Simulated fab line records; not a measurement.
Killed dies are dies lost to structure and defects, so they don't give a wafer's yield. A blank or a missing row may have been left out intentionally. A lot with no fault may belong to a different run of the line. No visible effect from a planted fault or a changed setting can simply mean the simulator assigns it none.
What tool caused it? | flow nandHarc | 24 lots with 72 wafers sampled at 6 steps, on a route of 1159 steps

## WHAT THE GAUGES SHOWED, per wafer
NHARC_A_CONTACT_INSPECT_23.
lot  | measured     | on               | rawDefectCount
L074 | day 16 22:03 | defectInspect-01 | 846 525 1050
L077 | day 17 11:35 | defectInspect-01 | 785 625 713
L076 | day 17 12:24 | defectInspect-01 | 290 293 260
L079 | day 17 16:08 | defectInspect-01 | 636 340 320
L075 | day 17 19:16 | defectInspect-02 | 232 221 357
L078 | day 18 01:01 | defectInspect-02 | 703 639 544
L080 | day 19 02:25 | defectInspect-02 | 346 536 458
L081 | day 19 04:15 | defectInspect-01 | 443 493 626
L083 | day 19 11:04 | defectInspect-02 | 292 304 268
L082 | day 19 12:37 | defectInspect-01 | 404 429 423
L084 | day 19 18:53 | defectInspect-01 | 464 407 375
L085 | day 19 20:10 | defectInspect-02 | 272 217 331
L087 | day 20 14:55 | defectInspect-01 | 235 501 325
L086 | day 20 16:25 | defectInspect-01 | 409 446 477
L092 | day 21 08:02 | defectInspect-01 | 373 550 344
L091 | day 21 08:46 | defectInspect-01 | 489 401 844
L089 | day 21 14:40 | defectInspect-01 | 439 363 315
L088 | day 21 20:29 | defectInspect-01 | 738 770 541
L093 | day 21 21:14 | defectInspect-02 | 347 315 412
L090 | day 22 00:50 | defectInspect-02 | 310 248 368
L094 | day 22 09:56 | defectInspect-02 | 335 325 375
L095 | day 22 11:13 | defectInspect-01 | 560 314 392
L096 | day 23 00:20 | defectInspect-02 | 388 377 483
L097 | day 23 11:28 | defectInspect-02 | 391 396 354

NHARC_A_M1_THK_MEAS_24: measures by xrf.
lot  | measured     | on           | thkNm (nm)
L074 | day 17 14:39 | filmMetro-02 | 156.0 155.4 154.4
L077 | day 17 23:04 | filmMetro-02 | 154.3 153.7 152.9
L076 | day 18 02:17 | filmMetro-01 | 155.0 155.7 153.9
L079 | day 18 03:41 | filmMetro-01 | 154.7 153.0 153.1
L075 | day 18 09:03 | filmMetro-02 | 153.4 153.6 154.2
L078 | day 18 15:26 | filmMetro-01 | 153.9 155.2 155.8
L080 | day 19 17:34 | filmMetro-01 | 153.7 153.9 153.1
L081 | day 19 18:10 | filmMetro-01 | 152.5 153.9 152.7
L083 | day 20 01:07 | filmMetro-01 | 152.6 153.5 154.9
L082 | day 20 01:54 | filmMetro-01 | 156.4 155.3 152.2
L084 | day 20 11:10 | filmMetro-02 | 156.9 154.8 157.1
L085 | day 20 11:46 | filmMetro-01 | 153.7 155.7 154.2
L087 | day 21 05:08 | filmMetro-01 | 152.0 151.7 152.0
L086 | day 21 05:49 | filmMetro-01 | 151.6 156.2 153.4
L092 | day 21 22:41 | filmMetro-01 | 154.0 153.3 155.4
L091 | day 21 23:14 | filmMetro-01 | 155.9 157.1 154.3
L089 | day 22 05:31 | filmMetro-01 | 153.7 155.1 155.8
L088 | day 22 09:16 | filmMetro-01 | 155.3 153.6 151.7
L093 | day 22 10:02 | filmMetro-02 | 153.6 152.4 153.3
L090 | day 22 12:25 | filmMetro-01 | 154.3 154.0 155.2
L094 | day 22 23:34 | filmMetro-01 | 152.4 155.2 154.1
L095 | day 23 00:08 | filmMetro-01 | 153.0 153.7 152.5
L096 | day 23 11:58 | filmMetro-02 | 155.6 155.7 154.8
L097 | day 23 22:56 | filmMetro-01 | 155.1 155.1 155.2

## WHICH TOOL RAN EACH LOT (tool, then ch and the chambers of the sampled wafers, then the start)
lot  | NHARC_A_CONTACT_STRIP_55                     | NHARC_A_CONTACT_STRIP_82                     | NHARC_A_BLC_ETCH_16               | NHARC_A_M1_DEGAS_29
L074 | rieDiel-04 ch 1,2,3, day 16 22:03 or earlier | rieDiel-01 ch 0,1, day 16 22:03 or earlier   | rieDiel-11 ch 0,3, day 16 22:55   | pvdSputter-01, day 17 13:14
L077 | rieDiel-03 ch 0,3, day 17 11:35 or earlier   | rieDiel-04 ch 0,1,2, day 17 11:35 or earlier | rieDiel-13 ch 0,2,3, day 17 12:23 | pvdSputter-03, day 17 21:22
L076 | rieDiel-04 ch 0,1,2, day 17 12:24 or earlier | rieDiel-01 ch 0,3, day 17 12:24 or earlier   | rieDiel-12 ch 0,1,3, day 17 13:11 | pvdSputter-03, day 18 00:51
L079 | rieDiel-01 ch 0,2, day 17 16:08 or earlier   | rieDiel-01 ch 0,1,2, day 17 16:08 or earlier | rieDiel-13 ch 2,3, day 17 16:55   | pvdSputter-02, day 18 02:19
L075 | rieDiel-04 ch 0,1,3, day 17 19:16 or earlier | rieDiel-01 ch 0,3, day 17 19:16 or earlier   | rieDiel-12 ch 0,1,2, day 17 20:04 | pvdSputter-01, day 18 07:40
L078 | rieDiel-03 ch 1,2, day 18 01:01 or earlier   | rieDiel-04 ch 1,3, day 18 01:01 or earlier   | rieDiel-12 ch 1,2,3, day 18 01:50 | pvdSputter-02, day 18 14:03
L080 | rieDiel-01 ch 0,1, day 19 02:25 or earlier   | rieDiel-04 ch 0,2,3, day 19 02:25 or earlier | rieDiel-12 ch 1,2,3, day 19 03:13 | pvdSputter-03, day 19 16:10
L081 | rieDiel-01 ch 0,1,2, day 19 04:15 or earlier | rieDiel-03 ch 0,3, day 19 04:15 or earlier   | rieDiel-13 ch 0,2,3, day 19 05:02 | pvdSputter-02, day 19 16:46
L083 | rieDiel-03 ch 0,2,3, day 19 11:04 or earlier | rieDiel-03 ch 0,2,3, day 19 11:04 or earlier | rieDiel-11 ch 0,1,3, day 19 11:52 | pvdSputter-02, day 19 23:43
L082 | rieDiel-01 ch 0,2,3, day 19 12:37 or earlier | rieDiel-01 ch 0,1, day 19 12:37 or earlier   | rieDiel-11 ch 1,2,3, day 19 13:16 | pvdSputter-02, day 20 00:31
L084 | rieDiel-04 ch 0,2,3, day 19 18:53 or earlier | rieDiel-03 ch 1,2,3, day 19 18:53 or earlier | rieDiel-12 ch 0,1,3, day 19 19:32 | pvdSputter-01, day 20 09:46
L085 | rieDiel-04 ch 0,1,3, day 19 20:10 or earlier | rieDiel-01 ch 0,1,2, day 19 20:10 or earlier | rieDiel-12 ch 0,1,3, day 19 20:50 | pvdSputter-02, day 20 10:23
L087 | rieDiel-01 ch 0,2, day 20 14:55 or earlier   | rieDiel-03 ch 1,2,3, day 20 14:55 or earlier | rieDiel-12 ch 0,1,3, day 20 15:35 | pvdSputter-02, day 21 03:41
L086 | rieDiel-03 ch 2,3, day 20 16:25 or earlier   | rieDiel-04 ch 1,3, day 20 16:25 or earlier   | rieDiel-12 ch 1,2,3, day 20 17:11 | pvdSputter-01, day 21 04:25
L092 | rieDiel-04 ch 0,2,3, day 21 08:02 or earlier | rieDiel-03 ch 0,1,3, day 21 08:02 or earlier | rieDiel-13 ch 0,2,3, day 21 08:48 | pvdSputter-01, day 21 21:17
L091 | rieDiel-01 ch 1,2, day 21 08:46 or earlier   | rieDiel-01 ch 0,1,2, day 21 08:46 or earlier | rieDiel-12 ch 1,3, day 21 09:34   | pvdSputter-03, day 21 21:49
L089 | rieDiel-01 ch 0,2,3, day 21 14:40 or earlier | rieDiel-01 ch 1,2,3, day 21 14:40 or earlier | rieDiel-12 ch 1,2,3, day 21 15:28 | pvdSputter-02, day 22 04:08
L088 | rieDiel-03 ch 1,3, day 21 20:29 or earlier   | rieDiel-01 ch 0,1,2, day 21 20:29 or earlier | rieDiel-13 ch 1,3, day 21 21:09   | pvdSputter-03, day 22 07:52
L093 | rieDiel-01 ch 0,1,2, day 21 21:14 or earlier | rieDiel-04 ch 1,3, day 21 21:14 or earlier   | rieDiel-12 ch 1,2,3, day 21 22:01 | pvdSputter-01, day 22 08:38
L090 | rieDiel-01 ch 0,1,3, day 22 00:50 or earlier | rieDiel-03 ch 1,2, day 22 00:50 or earlier   | rieDiel-13 ch 0,1,3, day 22 01:37 | pvdSputter-02, day 22 11:01
L094 | rieDiel-04 ch 1,2,3, day 22 09:56 or earlier | rieDiel-01 ch 0,2,3, day 22 09:56 or earlier | rieDiel-12 ch 0,1,3, day 22 10:43 | pvdSputter-03, day 22 22:11
L095 | rieDiel-04 ch 1,2,3, day 22 11:13 or earlier | rieDiel-01 ch 1,2,3, day 22 11:13 or earlier | rieDiel-13 ch 0,1,2, day 22 11:53 | pvdSputter-03, day 22 22:46
L096 | rieDiel-01 ch 0,2,3, day 23 00:20 or earlier | rieDiel-04 ch 0,2, day 23 00:20 or earlier   | rieDiel-12 ch 0,2,3, day 23 01:07 | pvdSputter-02, day 23 10:19
L097 | rieDiel-01 ch 0,1, day 23 11:28 or earlier   | rieDiel-03 ch 1,2,3, day 23 11:28 or earlier | rieDiel-13 ch 2,3, day 23 12:15   | pvdSputter-01, day 23 21:23
- NHARC_A_CONTACT_STRIP_55: strips in O2.
- NHARC_A_CONTACT_STRIP_82: strips in O2.
- NHARC_A_BLC_ETCH_16: etches the open film in CF4, target depth 39 nm, time 65 s.
- NHARC_A_M1_DEGAS_29: time 60 s.

## WHAT THE TOOLS THEMSELVES READ (means of the sampled wafers that have a number; where no wafer has one, the mark that the record gives instead)
NHARC_A_CONTACT_STRIP_55.
lot  | tool       | drypumpMotorCurrentA (A) | oesProductAu (a.u.) | rfVppV (V) | showerheadPlenumPTorr (Torr) | throttleValvePct (%)
L074 | rieDiel-04 | 6.0                      | 1.004               | 57.6       | 3.58                         | 17.046
L077 | rieDiel-03 | 5.7                      | 0.998               | 57.4       | 3.41                         | 17.032
L076 | rieDiel-04 | 5.9                      | 1.000               | 58.2       | 3.55                         | 17.034
L079 | rieDiel-01 | 5.4                      | 0.992               | 58.0       | 3.51                         | 17.036
L075 | rieDiel-04 | 6.1                      | 1.002               | 57.9       | 3.68                         | 17.037
L078 | rieDiel-03 | 6.7                      | 1.002               | 57.3       | 3.42                         | 17.041
L080 | rieDiel-01 | 5.4                      | 0.998               | 58.6       | 3.61                         | 17.041
L081 | rieDiel-01 | 5.5                      | 0.988               | 57.1       | 3.52                         | 17.035
L083 | rieDiel-03 | 6.1                      | 1.011               | 58.7       | 3.65                         | 17.036
L082 | rieDiel-01 | 5.5                      | 0.999               | 57.9       | 3.53                         | 17.046
L084 | rieDiel-04 | 5.8                      | 0.996               | 57.7       | 3.50                         | 17.030
L085 | rieDiel-04 | 6.1                      | 0.999               | 58.4       | 3.67                         | 17.041
L087 | rieDiel-01 | 5.4                      | 0.992               | 57.0       | 3.41                         | 17.037
L086 | rieDiel-03 | 6.6                      | 1.003               | 58.3       | 3.54                         | 17.033
L092 | rieDiel-04 | 5.9                      | 1.007               | 57.9       | 3.49                         | 17.036
L091 | rieDiel-01 | 5.6                      | 0.994               | 56.9       | 3.43                         | 17.037
L089 | rieDiel-01 | 5.5                      | 0.990               | 57.0       | 3.52                         | 17.037
L088 | rieDiel-03 | 6.4                      | 1.008               | 57.4       | 3.54                         | 17.048
L093 | rieDiel-01 | 5.5                      | 0.997               | 58.4       | 3.51                         | 17.045
L090 | rieDiel-01 | 5.6                      | 0.994               | 57.8       | 3.63                         | 17.027
L094 | rieDiel-04 | 6.0                      | 0.999               | 58.2       | 3.74                         | 17.029
L095 | rieDiel-04 | 6.0                      | 1.007               | 58.0       | 3.74                         | 17.032
L096 | rieDiel-01 | 5.5                      | 1.005               | 57.2       | 3.52                         | 17.038
L097 | rieDiel-01 | 5.6                      | 1.005               | 57.6       | 3.62                         | 17.044

NHARC_A_CONTACT_STRIP_82.
lot  | tool       | drypumpMotorCurrentA (A) | oesProductAu (a.u.) | rfVppV (V) | showerheadPlenumPTorr (Torr) | throttleValvePct (%)
L074 | rieDiel-01 | 5.4                      | 0.997               | 58.8       | 3.62                         | 17.023
L077 | rieDiel-04 | 6.0                      | 0.998               | 57.5       | 3.55                         | 17.029
L076 | rieDiel-01 | 5.4                      | 0.986               | 57.3       | 3.62                         | 17.039
L079 | rieDiel-01 | 5.5                      | 0.998               | 57.3       | 3.52                         | 17.042
L075 | rieDiel-01 | 5.4                      | 0.991               | 57.4       | 3.62                         | 17.039
L078 | rieDiel-04 | 6.1                      | 0.995               | 58.0       | 3.74                         | 17.038
L080 | rieDiel-04 | 5.9                      | 1.001               | 57.7       | 3.50                         | 17.027
L081 | rieDiel-03 | 6.0                      | 1.012               | 58.0       | 3.72                         | 17.042
L083 | rieDiel-03 | 6.1                      | 1.007               | 58.2       | 3.65                         | 17.032
L082 | rieDiel-01 | 5.4                      | 1.001               | 57.7       | 3.61                         | 17.040
L084 | rieDiel-03 | 6.5                      | 1.000               | 57.8       | 3.49                         | 17.044
L085 | rieDiel-01 | 5.5                      | 0.997               | 57.2       | 3.52                         | 17.029
L087 | rieDiel-03 | 6.5                      | 0.995               | 57.6       | 3.48                         | 17.040
L086 | rieDiel-04 | 6.1                      | 1.002               | 58.2       | 3.73                         | 17.031
L092 | rieDiel-03 | 6.0                      | 1.007               | 58.3       | 3.59                         | 17.035
L091 | rieDiel-01 | 5.5                      | 0.996               | 57.7       | 3.51                         | 17.028
L089 | rieDiel-01 | 5.6                      | 0.988               | 57.8       | 3.54                         | 17.041
L088 | rieDiel-01 | 5.5                      | 0.992               | 57.8       | 3.51                         | 17.049
L093 | rieDiel-04 | 6.1                      | 0.995               | 58.2       | 3.73                         | 17.036
L090 | rieDiel-03 | 6.7                      | 1.015               | 57.7       | 3.41                         | 17.040
L094 | rieDiel-01 | 5.5                      | 0.997               | 57.8       | 3.52                         | 17.037
L095 | rieDiel-01 | 5.6                      | 1.002               | 58.0       | 3.54                         | 17.035
L096 | rieDiel-04 | 5.7                      | 0.999               | 57.7       | 3.72                         | 17.034
L097 | rieDiel-03 | 6.5                      | 1.003               | 57.8       | 3.47                         | 17.046

NHARC_A_BLC_ETCH_16.
lot  | tool       | drypumpMotorCurrentA (A) | oesProductAu (a.u.) | rfVppV (V) | showerheadPlenumPTorr (Torr) | throttleValvePct (%)
L074 | rieDiel-11 | 6.1                      | 1.011               | 152.2      | 1.83                         | 13.274
L077 | rieDiel-13 | 5.9                      | 0.991               | 151.5      | 1.79                         | 13.284
L076 | rieDiel-12 | 6.2                      | 0.996               | 152.2      | 1.82                         | 13.280
L079 | rieDiel-13 | 5.9                      | 0.987               | 151.5      | 1.81                         | 13.280
L075 | rieDiel-12 | 6.1                      | 1.004               | 152.9      | 1.87                         | 13.288
L078 | rieDiel-12 | 5.6                      | 1.006               | 152.9      | 1.82                         | 13.285
L080 | rieDiel-12 | 5.6                      | 1.005               | 151.9      | 1.82                         | 13.291
L081 | rieDiel-13 | 5.9                      | 1.000               | 150.7      | 1.79                         | 13.287
L083 | rieDiel-11 | 5.8                      | 1.017               | 151.2      | 1.79                         | 13.282
L082 | rieDiel-11 | 5.4                      | 1.002               | 152.6      | 1.80                         | 13.291
L084 | rieDiel-12 | 6.2                      | 0.995               | 151.4      | 1.82                         | 13.276
L085 | rieDiel-12 | 6.2                      | 0.995               | 152.2      | 1.82                         | 13.279
L087 | rieDiel-12 | 6.2                      | 0.996               | 152.2      | 1.82                         | 13.278
L086 | rieDiel-12 | 5.6                      | 0.992               | 152.3      | 1.82                         | 13.285
L092 | rieDiel-13 | 5.8                      | 0.990               | 151.9      | 1.79                         | 13.285
L091 | rieDiel-12 | 5.7                      | 0.997               | 151.6      | 1.76                         | 13.280
L089 | rieDiel-12 | 5.6                      | 0.992               | 152.0      | 1.82                         | 13.286
L088 | rieDiel-13 | 5.8                      | 0.998               | 151.6      | 1.75                         | 13.292
L093 | rieDiel-12 | 5.6                      | 1.004               | 152.2      | 1.81                         | 13.282
L090 | rieDiel-13 | 5.8                      | 0.997               | 150.6      | 1.76                         | 13.287
L094 | rieDiel-12 | 6.2                      | 0.998               | 151.1      | 1.81                         | 13.280
L095 | rieDiel-13 | 5.7                      | 1.001               | 150.4      | 1.76                         | 13.284
L096 | rieDiel-12 | 5.6                      | 1.002               | 152.1      | 1.80                         | 13.289
L097 | rieDiel-13 | 5.8                      | 0.988               | 152.0      | 1.80                         | 13.291

NHARC_A_M1_DEGAS_29.
lot  | tool          | heaterPowerW (W)
L074 | pvdSputter-01 | 337
L077 | pvdSputter-03 | 317
L076 | pvdSputter-03 | 327
L079 | pvdSputter-02 | 319
L075 | pvdSputter-01 | 327
L078 | pvdSputter-02 | 345
L080 | pvdSputter-03 | 318
L081 | pvdSputter-02 | 355
L083 | pvdSputter-02 | 344
L082 | pvdSputter-02 | 323
L084 | pvdSputter-01 | 333
L085 | pvdSputter-02 | 317
L087 | pvdSputter-02 | 329
L086 | pvdSputter-01 | 335
L092 | pvdSputter-01 | 340
L091 | pvdSputter-03 | 350
L089 | pvdSputter-02 | 342
L088 | pvdSputter-03 | 337
L093 | pvdSputter-01 | 346
L090 | pvdSputter-02 | 323
L094 | pvdSputter-03 | 334
L095 | pvdSputter-03 | 338
L096 | pvdSputter-02 | 331
L097 | pvdSputter-01 | 342

## THE ANSWER, worked out from the rows above alone
Rule: usual is defined by the lots themselves. The widest of any qualifying gaps counts: lots, ordered by their means at a reading, are off when they make up no more than a third of the lots, leave a main group of 4 or more, and stand apart from it by 3 or more times the standard deviation of that group's means. Not used: any main group whose means are identical at the precision the tables above print for the reading. Also off: a lot with no number at a reading for which 4 or more lots have one. The other lots that the step has rows for count as sound. First the gauges in route order, then the tools' own readings, where a lot's mean is used as printed above. At the first step where some lot is off, the reading lying furthest off is the one used; lots without a number count as furthest.
No lot is off on any of the readings shown, so nothing can be concluded from this.

## WHAT THE SIMULATOR PUT IN
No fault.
